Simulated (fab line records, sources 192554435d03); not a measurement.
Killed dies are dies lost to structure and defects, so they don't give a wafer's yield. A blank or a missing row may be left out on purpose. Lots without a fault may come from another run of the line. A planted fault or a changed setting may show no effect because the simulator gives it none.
Split-lot experiment | flow n5_finfet | 7 lots, 21 wafers read, on a route of 1938 steps

THE SPLIT
At N5_BEOL_M13_ETCH_59 (etches BARC in N2/H2, target depth 89 nm, overetch 26.7 nm, time 67.9 s), the setting time_s was moved away from the recipe's 67.9 s on 10 of the 21 wafers read, by -20.6% to +11.3%. The other wafers ran this setting at the recipe's value.

The file shows no step between the split and the reading.

THE READING
coat_of_BEOL_M13_COAT_04.thk_nm (the simulator's own value, which no gauge read), in nm, at N5_BEOL_M13_VIA_ETCH_16 (etches SiOC in C4F8/O2/Ar, target depth 921.7 nm). The file gives no usual value for it. The 11 wafers here that ran the recipe average 72.2 nm, standard deviation 2 nm.

wafer  | tool, chamber at the split | time_s as run, s | against the recipe | coat_of_BEOL_M13_COAT_04.thk_nm, nm | against lot-mates on the recipe
L079.1 | rie_diel-03, 0             | 67.9             | recipe             | 77                                  | -
L079.3 | rie_diel-03, 3             | 53.89            | -20.6%             | 82.8                                | +8.1
L079.5 | rie_diel-03, 0             | 67.9             | recipe             | 72.4                                | -
L078.1 | rie_diel-05, 1             | 73.33            | +8.0%              | 62.2                                | no lot-mate on the recipe
L078.5 | rie_diel-05, 1             | 73.33            | +8.0%              | 58.4                                | no lot-mate on the recipe
L078.6 | rie_diel-05, 0             | 73.33            | +8.0%              | 58.6                                | no lot-mate on the recipe
L085.1 | rie_diel-03, 3             | 55.99            | -17.5%             | 84.2                                | +11.0
L085.5 | rie_diel-03, 0             | 67.9             | recipe             | 73.2                                | -
L085.6 | rie_diel-03, 1             | 55.99            | -17.5%             | 82.8                                | +9.6
L087.1 | rie_diel-05, 1             | 67.9             | recipe             | 71.8                                | -
L087.5 | rie_diel-05, 0             | 67.9             | recipe             | 70.8                                | -
L087.6 | rie_diel-05, 1             | 72.91            | +7.4%              | 64.8                                | -6.5
L090.2 | rie_diel-03, 3             | 75.57            | +11.3%             | 65.6                                | -7.0
L090.4 | rie_diel-03, 0             | 67.9             | recipe             | 72.6                                | -
L090.5 | rie_diel-03, 2             | 75.57            | +11.3%             | 63.2                                | -9.4
L092.2 | rie_diel-03, 3             | 67.9             | recipe             | 71.6                                | -
L092.5 | rie_diel-03, 3             | 67.9             | recipe             | 71.2                                | -
L092.6 | rie_diel-03, 0             | 67.9             | recipe             | 72.6                                | -
L096.1 | rie_diel-06, 3             | 67.9             | recipe             | 72.2                                | -
L096.3 | rie_diel-06, 0             | 73.98            | +9.0%              | 66.2                                | -4.1
L096.4 | rie_diel-06, 2             | 67.9             | recipe             | 68.4                                | -

THE FIT
A straight line over all 21 wafers: coat_of_BEOL_M13_COAT_04.thk_nm changes by -0.733 nm for each +1% of time_s; r = -0.91; the points scatter about the line by 3.1 nm.
The same after taking each lot's own level away (the mean of its wafers on the recipe; 18 wafers): -0.563 nm for each +1%; r = -0.95; scatter 1.7 nm.
On that fit, the largest move of time_s shifts the reading by 12 nm.
The lots' own levels span 70.30 to 74.70 nm, that is 2.2 times the standard deviation above.
So the lot-to-lot level changes the slope: the two fits differ.
Check: with one of the wafers moved furthest among these (-20.6%) left out of the fit, the line predicts +12.7 nm for it against its lot-mates. It came out at +8.1 nm against them.

THE WHOLE CHAIN: every reading that the file lists as answering this split, in the file's order
step                    | what it does                                                            | reading                                                                          | change (the file's fit)               | r (the file's)
N5_BEOL_M13_ETCH_59     | etches BARC in N2/H2, target depth 89 nm, overetch 26.7 nm, time 67.9 s | coat_of_BEOL_M13_COAT_04.thk_nm (the simulator's own value, which no gauge read) | -0.568 nm for each +1% of the setting | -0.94
N5_BEOL_M13_VIA_ETCH_16 | etches SiOC in C4F8/O2/Ar, target depth 921.7 nm                        | coat_of_BEOL_M13_COAT_04.thk_nm (the simulator's own value, which no gauge read) | -0.527 nm for each +1% of the setting | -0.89
N5_BEOL_M13_STRIP_63    | strips in N2/H2                                                         | strip_time_to_endpoint_s                                                         | withheld for each +1% of the setting  | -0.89

THE FILE'S OWN FIT
coat_of_BEOL_M13_COAT_04.thk_nm changes by -0.527 nm for each +1% of time_s, r = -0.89.
